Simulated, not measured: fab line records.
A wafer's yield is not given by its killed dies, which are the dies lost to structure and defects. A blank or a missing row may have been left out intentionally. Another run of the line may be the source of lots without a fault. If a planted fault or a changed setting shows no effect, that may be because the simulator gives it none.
Matching of chambers -- flow nand_harc -- ald_hk-02 running NHARC_A_CHANNEL_FILL_D2_ALD_16: 4 sister chambers
The step deposits SiO2, target thk 1.5 nm, pulse time 10 s, ald cycles 15. 4 wafers are shown with their chamber, then 7 later ones without.

WAFERS, EACH WITH ITS CHAMBER
wafer,chamber,heater_power_w (W)
L089.3,1,521
L089.5,2,499
L091.2,0,483
L091.4,3,491

WAFERS WHOSE CHAMBER IS MISSING
wafer,heater_power_w (W)
L091.5,496
L092.1,494
L092.4,503
L092.5,482
L095.2,492
L095.3,530
L095.6,498

WHICH CHAMBER EACH WENT THROUGH
wafer,from the rows above,in truth
L091.5,can't be placed: 2 or 3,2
L092.1,can't be placed: 3 or 2 or 0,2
L092.4,can't be placed: 2 or 3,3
L092.5,can't be placed: 0 or 3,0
L095.2,can't be placed: 3 or 2 or 0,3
L095.3,1,1
L095.6,can't be placed: 2 or 3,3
1 of 7 placed correctly. Cannot be placed on the basis of these rows: 6; the candidates contain the true chamber in 6. 0 placed wrongly.
How it was worked out, from the rows above alone: a wafer's distance from a chamber is the root of the sum, over the readings, of the square of ((its reading less the chamber's mean) divided by the reading's scatter). If the next closest chamber is less than 2 further off than the closest, the wafer can't be placed; otherwise it belongs to the closest. A chamber's mean is the mean of its shown wafers. The scatter: with one shown wafer a chamber, the root of the mean of the squares of how far each hidden wafer lies from its nearest shown one.
